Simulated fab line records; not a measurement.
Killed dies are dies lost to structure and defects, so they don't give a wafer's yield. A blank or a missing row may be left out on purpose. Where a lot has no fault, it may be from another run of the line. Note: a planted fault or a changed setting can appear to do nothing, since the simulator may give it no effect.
Matching of chambers ; flow n5-finfet ; N5_BEOL_M6_ETCH_61 on rie-diel-05 has 4 sister chambers
The step etches SiARC in CF4, target depth 45.5 nm, time 75.8 s. 24 wafers are shown with their chamber, then 12 later ones without.

## WAFERS, EACH WITH ITS CHAMBER
wafer;chamber;throttle-valve-pct (%);showerhead-plenum-p-Torr (Torr);oes-product-au (a.u.)
L075.3;0;15.85;2.16;0.67
L075.4;2;15.40;2.21;0.62
L075.6;0;15.87;2.16;0.68
L078.1;1;15.71;2.17;0.71
L078.3;0;15.88;2.15;0.66
L078.6;2;15.41;2.21;0.62
L080.1;1;15.71;2.16;0.69
L080.2;2;15.43;2.21;0.61
L080.4;0;15.88;2.15;0.66
L082.1;0;15.89;2.15;0.66
L082.2;2;15.43;2.21;0.61
L082.3;3;15.41;2.24;0.68
L083.3;1;15.70;2.16;0.69
L083.4;0;15.92;2.15;0.66
L083.5;1;15.72;2.16;0.69
L084.3;1;15.73;2.16;0.69
L084.4;3;15.43;2.23;0.67
L084.6;1;15.74;2.16;0.69
L086.2;3;15.42;2.23;0.67
L086.3;2;15.44;2.20;0.61
L086.5;3;15.43;2.24;0.68
L085.2;1;15.75;2.16;0.68
L085.4;0;15.91;2.15;0.66
L085.5;3;15.43;2.23;0.67

SIGNATURES (means of the wafers above)
reading;chamber 0;chamber 1;chamber 2;chamber 3;scatter within a chamber
throttle-valve-pct;15.8857;15.7229;15.4220;15.4240;0.0183
showerhead-plenum-p-Torr;2.1529;2.1614;2.2080;2.2340;0.00463
oes-product-au;0.6643;0.6914;0.6140;0.6740;0.00741
Rule: for each reading, subtract the chamber's mean from the wafer's reading, divide by that reading's scatter and square the result; add these up over the readings and take the root, which gives the wafer's distance from the chamber. The wafer belongs to the nearest chamber; if the next one is less than 2 further off, it can't be placed. The scatter is the square root of a quotient: the sum, over the shown wafers, of each reading's squared deviation from its chamber's mean, divided by wafers minus chambers.

## WAFERS WITHOUT THEIR CHAMBER
wafer;throttle-valve-pct (%);showerhead-plenum-p-Torr (Torr);oes-product-au (a.u.)
L087.3;15.44;2.23;0.67
L087.4;15.74;2.16;0.69
L087.5;15.45;2.23;0.67
L089.1;15.47;2.20;0.60
L089.5;15.45;2.23;0.66
L089.6;15.94;2.14;0.64
L091.1;15.93;2.14;0.64
L091.2;15.49;2.20;0.60
L091.6;15.77;2.15;0.67
L095.2;15.95;2.14;0.64
L095.3;15.50;2.19;0.59
L095.5;15.48;2.19;0.59

## EACH ONE'S CHAMBER
wafer;from the rows above;in truth
L087.3;3;3
L087.4;1;1
L087.5;3;3
L089.1;2;2
L089.5;3;3
L089.6;0;0
L091.1;0;0
L091.2;2;2
L091.6;can't be placed: 1 or 0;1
L095.2;0;0
L095.3;2;2
L095.5;2;2
Placed correctly: 11 of 12. Cannot be placed on the basis of these rows: 1; the candidates contain the true chamber in 1. Wrongly placed: 0.
